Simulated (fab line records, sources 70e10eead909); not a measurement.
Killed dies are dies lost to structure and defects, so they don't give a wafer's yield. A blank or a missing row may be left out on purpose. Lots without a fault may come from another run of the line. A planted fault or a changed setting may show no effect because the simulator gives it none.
Which tool did it? | flow nand_harc | 24 lots, 72 wafers sampled, at 4 steps of a route of 1302

WHAT THE GAUGES READ, wafer by wafer
NHARC_P_BONDPAD_CD_MEAS_09: target cd 500 nm. Usual: cd_nm 499.5 nm, standard deviation 1.7.
lot  | measured     | on        | cd_nm (nm)        | flag
L074 | day 6 15:17  | cd_sem-03 | 498.4 500.5 497.7 |
L075 | day 6 22:53  | cd_sem-01 | 497.2 498.7 501.0 |
L076 | day 7 14:04  | cd_sem-03 | 499.9 500.6 499.9 |
L077 | day 7 16:05  | cd_sem-01 | 499.2 500.3 500.9 |
L078 | day 8 10:08  | cd_sem-03 | 499.9 502.4 499.5 |
L079 | day 8 18:11  | cd_sem-01 | 500.7 500.7 502.2 |
L081 | day 9 10:23  | cd_sem-02 | 500.2 499.4 496.8 |
L080 | day 9 14:05  | cd_sem-03 | 499.3 498.0 498.3 |
L082 | day 9 19:30  | cd_sem-01 | 499.4 500.2 499.7 |
L083 | day 10 10:40 | cd_sem-03 | 495.0 497.3 497.5 |
L084 | day 10 15:10 | cd_sem-02 | 500.6 501.0 499.9 |
L085 | day 11 02:46 | cd_sem-02 | 498.4 499.5 499.6 |
L086 | day 11 12:16 | cd_sem-01 | 498.6 501.2 499.9 |
L088 | day 12 14:20 | cd_sem-01 | 498.8 500.2 497.3 |
L087 | day 12 14:39 | cd_sem-02 | 500.0 499.2 502.2 |
L089 | day 12 22:12 | cd_sem-03 | 500.1 500.2 498.4 |
L090 | day 13 08:58 | cd_sem-02 | 501.0 500.0 498.3 |
L091 | day 14 00:07 | cd_sem-01 | 499.5 500.8 496.0 |
L092 | day 14 00:37 | cd_sem-02 | 499.6 500.8 500.9 |
L093 | day 14 12:14 | cd_sem-01 | 497.5 499.3 498.6 |
L094 | day 15 00:11 | cd_sem-01 | 501.7 501.2 502.3 |
L095 | day 15 05:21 | cd_sem-03 | 496.9 496.7 498.8 |
L096 | day 16 00:37 | cd_sem-02 | 499.6 502.6 499.7 |
L097 | day 16 07:16 | cd_sem-01 | 499.0 498.0 498.6 |

WHICH TOOL RAN EACH LOT (tool, then ch and the chambers of the sampled wafers, then the start)
lot  | NHARC_P_M1_PRE_CLEAN_30                 | NHARC_P_M2_ETCH_28                            | NHARC_P_M2_CMP_23
L074 | pvd_sputter-03, day 6 13:06 or earlier  | rie_diel-10 ch 2,3, day 6 13:06 or earlier    | cmp-04 ch 0,1,2, day 6 13:06
L075 | pvd_sputter-01, day 6 20:20 or earlier  | rie_diel-02 ch 0,1,2, day 6 20:20 or earlier  | cmp-01 ch 0,2,3, day 6 20:20
L076 | pvd_sputter-03, day 7 11:49 or earlier  | rie_diel-10 ch 0,1,2, day 7 11:49 or earlier  | cmp-01 ch 0,1,3, day 7 11:49
L077 | pvd_sputter-03, day 7 13:58 or earlier  | rie_diel-10 ch 1,2,3, day 7 13:58 or earlier  | cmp-04 ch 0,1,3, day 7 13:58
L078 | pvd_sputter-02, day 8 07:53 or earlier  | rie_diel-10 ch 2,3, day 8 07:53 or earlier    | cmp-04 ch 1,2,3, day 8 07:53
L079 | pvd_sputter-02, day 8 16:05 or earlier  | rie_diel-11 ch 0,3, day 8 16:05 or earlier    | cmp-01 ch 0,2, day 8 16:05
L081 | pvd_sputter-02, day 9 08:07 or earlier  | rie_diel-02 ch 0,1,2, day 9 08:07 or earlier  | cmp-04 ch 1,2, day 9 08:07
L080 | pvd_sputter-01, day 9 11:49 or earlier  | rie_diel-10 ch 2,3, day 9 11:49 or earlier    | cmp-01 ch 0,3, day 9 11:49
L082 | pvd_sputter-02, day 9 17:21 or earlier  | rie_diel-02 ch 1,3, day 9 17:21 or earlier    | cmp-03 ch 1,2,3, day 9 17:21
L083 | pvd_sputter-02, day 10 08:26 or earlier | rie_diel-11 ch 1,2,3, day 10 08:26 or earlier | cmp-01 ch 0,2,3, day 10 08:26
L084 | pvd_sputter-01, day 10 12:54 or earlier | rie_diel-10 ch 1,2, day 10 12:54 or earlier   | cmp-01 ch 1,2, day 10 12:54
L085 | pvd_sputter-03, day 11 00:38 or earlier | rie_diel-02 ch 0,2,3, day 11 00:38 or earlier | cmp-04 ch 0,2,3, day 11 00:38
L086 | pvd_sputter-02, day 11 10:04 or earlier | rie_diel-11 ch 0,3, day 11 10:04 or earlier   | cmp-04 ch 0,2,3, day 11 10:04
L088 | pvd_sputter-01, day 12 11:56 or earlier | rie_diel-11 ch 0,3, day 12 11:56 or earlier   | cmp-03 ch 0,3, day 12 11:56
L087 | pvd_sputter-03, day 12 12:24 or earlier | rie_diel-10 ch 0,1,2, day 12 12:24 or earlier | cmp-01 ch 1,2,3, day 12 12:24
L089 | pvd_sputter-03, day 12 19:58 or earlier | rie_diel-11 ch 2,3, day 12 19:58 or earlier   | cmp-04 ch 0,3, day 12 19:58
L090 | pvd_sputter-03, day 13 06:42 or earlier | rie_diel-11 ch 0,1,2, day 13 06:42 or earlier | cmp-04 ch 1,2,3, day 13 06:42
L091 | pvd_sputter-02, day 13 21:52 or earlier | rie_diel-10 ch 1,3, day 13 21:52 or earlier   | cmp-03 ch 0,2,3, day 13 21:52
L092 | pvd_sputter-03, day 13 22:32 or earlier | rie_diel-10 ch 1,2,3, day 13 22:32 or earlier | cmp-04 ch 0,1,2, day 13 22:32
L093 | pvd_sputter-02, day 14 10:10 or earlier | rie_diel-02 ch 0,2, day 14 10:10 or earlier   | cmp-03 ch 0,2,3, day 14 10:10
L094 | pvd_sputter-03, day 14 16:33            | rie_diel-11 ch 0,1, day 14 21:58 or earlier   | cmp-03 ch 1,2,3, day 14 21:58
L095 | pvd_sputter-01, day 15 03:05 or earlier | rie_diel-10 ch 0,1,3, day 15 03:05 or earlier | cmp-01 ch 2,3, day 15 03:05
L096 | pvd_sputter-02, day 15 22:29 or earlier | rie_diel-02 ch 0,3, day 15 22:29 or earlier   | cmp-01 ch 0,1, day 15 22:29
L097 | pvd_sputter-01, day 16 05:03 or earlier | rie_diel-10 ch 1,2,3, day 16 05:03 or earlier | cmp-04 ch 1,3, day 16 05:03
- NHARC_P_M1_PRE_CLEAN_30: time 30 s.
- NHARC_P_M2_ETCH_28: etches the open film in CF4/N2, target depth 30 nm, time 72.99 s.
- NHARC_P_M2_CMP_23: polishes, t overpolish 20 s, target thk 144.3 nm.

WHAT THE TOOLS THEMSELVES READ (means of the sampled wafers that have a number; where no wafer has one, the mark that the record gives instead)
NHARC_P_M1_PRE_CLEAN_30. Usual: heater_power_w 408 W, standard deviation 25.
lot  | tool           | heater_power_w (W) | flag
L074 | pvd_sputter-03 | 440                |
L075 | pvd_sputter-01 | 410                |
L076 | pvd_sputter-03 | 396                |
L077 | pvd_sputter-03 | 416                |
L078 | pvd_sputter-02 | 418                |
L079 | pvd_sputter-02 | 418                |
L081 | pvd_sputter-02 | 418                |
L080 | pvd_sputter-01 | 406                |
L082 | pvd_sputter-02 | 392                |
L083 | pvd_sputter-02 | 402                |
L084 | pvd_sputter-01 | 407                |
L085 | pvd_sputter-03 | 387                |
L086 | pvd_sputter-02 | 413                |
L088 | pvd_sputter-01 | 391                |
L087 | pvd_sputter-03 | 412                |
L089 | pvd_sputter-03 | 420                |
L090 | pvd_sputter-03 | 410                |
L091 | pvd_sputter-02 | 385                |
L092 | pvd_sputter-03 | 393                |
L093 | pvd_sputter-02 | 415                |
L094 | pvd_sputter-03 | 401                |
L095 | pvd_sputter-01 | 430                |
L096 | pvd_sputter-02 | 400                |
L097 | pvd_sputter-01 | 414                |

NHARC_P_M2_ETCH_28. Usual: drypump_motor_current_A 5.5 A, standard deviation 0.39; oes_product_au 0.999 a.u., standard deviation 0.0099; rf_vpp_V 313.6 V, standard deviation 1.5; showerhead_plenum_p_Torr 2.59 Torr, standard deviation 0.071; throttle_valve_pct 19.795 %, standard deviation 0.0099.
lot  | tool        | drypump_motor_current_A (A) | oes_product_au (a.u.) | rf_vpp_V (V) | showerhead_plenum_p_Torr (Torr) | throttle_valve_pct (%) | flag
L074 | rie_diel-10 | 5.2                         | 0.992                 | 313.5        | 2.59                            | 19.787                 |
L075 | rie_diel-02 | 5.5                         | 0.999                 | 313.6        | 2.55                            | 19.804                 |
L076 | rie_diel-10 | 5.4                         | 1.008                 | 314.9        | 2.64                            | 19.803                 |
L077 | rie_diel-10 | 5.3                         | 1.004                 | 312.7        | 2.58                            | 19.790                 |
L078 | rie_diel-10 | 5.1                         | 1.000                 | 311.9        | 2.53                            | 19.782                 |
L079 | rie_diel-11 | 5.7                         | 0.993                 | 314.5        | 2.61                            | 19.792                 |
L081 | rie_diel-02 | 5.5                         | 1.008                 | 312.9        | 2.55                            | 19.790                 |
L080 | rie_diel-10 | 5.2                         | 0.996                 | 313.1        | 2.59                            | 19.799                 |
L082 | rie_diel-02 | 6.0                         | 0.986                 | 314.9        | 2.64                            | 19.799                 |
L083 | rie_diel-11 | 5.8                         | 0.996                 | 314.2        | 2.64                            | 19.795                 |
L084 | rie_diel-10 | 5.4                         | 0.990                 | 313.5        | 2.63                            | 19.787                 |
L085 | rie_diel-02 | 5.7                         | 0.996                 | 311.6        | 2.50                            | 19.796                 |
L086 | rie_diel-11 | 5.8                         | 0.998                 | 313.6        | 2.60                            | 19.798                 |
L088 | rie_diel-11 | 5.8                         | 0.987                 | 314.0        | 2.60                            | 19.794                 |
L087 | rie_diel-10 | 5.4                         | 1.004                 | 314.4        | 2.64                            | 19.800                 |
L089 | rie_diel-11 | 6.0                         | 1.004                 | 315.0        | 2.66                            | 19.796                 |
L090 | rie_diel-11 | 5.7                         | 0.997                 | 313.9        | 2.63                            | 19.800                 |
L091 | rie_diel-10 | 5.3                         | 1.001                 | 313.4        | 2.57                            | 19.798                 |
L092 | rie_diel-10 | 5.3                         | 1.002                 | 313.1        | 2.58                            | 19.793                 |
L093 | rie_diel-02 | 5.2                         | 1.010                 | 311.9        | 2.48                            | 19.796                 |
L094 | rie_diel-11 | 5.5                         | 0.997                 | 314.2        | 2.60                            | 19.795                 |
L095 | rie_diel-10 | 5.2                         | 0.997                 | 313.1        | 2.58                            | 19.799                 |
L096 | rie_diel-02 | 5.9                         | 0.997                 | 312.3        | 2.50                            | 19.796                 |
L097 | rie_diel-10 | 5.3                         | 0.994                 | 313.9        | 2.58                            | 19.794                 |

NHARC_P_M2_CMP_23. Usual: edge_zone_pressure_frac 1.000, standard deviation 0.0046; motor_current_A 11.9 A, standard deviation 1; slurry_flow_ml_min 150.0, standard deviation 0.47; time_to_endpoint_s 28.6 s, standard deviation 2.7.
lot  | tool   | edge_zone_pressure_frac | motor_current_A (A) | slurry_flow_ml_min | time_to_endpoint_s (s) | flag
L074 | cmp-04 | 1.000                   | 11.6                | 150.1              | 31.1                   |
L075 | cmp-01 | 1.003                   | 12.3                | 150.0              | 29.0                   |
L076 | cmp-01 | 1.004                   | 12.0                | 150.0              | 30.4                   |
L077 | cmp-04 | 1.001                   | 11.0                | 149.7              | 24.8                   |
L078 | cmp-04 | 0.997                   | 11.8                | 150.4              | 27.6                   |
L079 | cmp-01 | 1.001                   | 13.1                | 150.1              | 31.1                   |
L081 | cmp-04 | 1.003                   | 11.4                | 150.0              | 25.8                   |
L080 | cmp-01 | 1.004                   | 12.0                | 150.0              | 27.1                   |
L082 | cmp-03 | 1.003                   | 12.6                | 149.5              | 32.0                   |
L083 | cmp-01 | 0.997                   | 12.3                | 149.8              | 30.2                   |
L084 | cmp-01 | 1.005                   | 11.5                | 149.7              | 25.3                   |
L085 | cmp-04 | 1.003                   | 11.6                | 149.7              | 28.9                   |
L086 | cmp-04 | 1.000                   | 11.3                | 150.0              | 30.0                   |
L088 | cmp-03 | 1.002                   | 12.1                | 150.2              | 30.1                   |
L087 | cmp-01 | 1.001                   | 11.0                | 150.5              | 27.8                   |
L089 | cmp-04 | 0.997                   | 11.6                | 150.2              | 27.8                   |
L090 | cmp-04 | 0.999                   | 11.8                | 150.7              | 28.3                   |
L091 | cmp-03 | 0.996                   | 12.3                | 150.0              | 29.4                   |
L092 | cmp-04 | 1.002                   | 11.3                | 149.8              | 24.9                   |
L093 | cmp-03 | 0.999                   | 11.8                | 150.1              | 28.3                   |
L094 | cmp-03 | 1.001                   | 12.5                | 150.0              | 31.9                   |
L095 | cmp-01 | 0.999                   | 11.0                | 150.6              | 28.7                   |
L096 | cmp-01 | 0.997                   | 12.0                | 149.8              | 27.2                   |
L097 | cmp-04 | 0.998                   | 11.8                | 150.1              | 27.8                   |

THE ANSWER, worked out from the rows above alone
Rule: a lot is off if the mean of its wafers that have a number lies more than 3 standard deviations from the usual mean. A lot without any number at a reading at which 4 lots or more have one is off too. The other lots that the step has rows for count as sound. The gauges are gone through in route order, then the tools' own readings, and for those a lot's mean is taken as printed above. The first step at which some lot is off is used, and at that step the reading that is off furthest; a lot without a number counts as furthest.
No lot is off at any reading shown: from this, nothing can be told.

WHAT THE SIMULATOR HAD PUT IN
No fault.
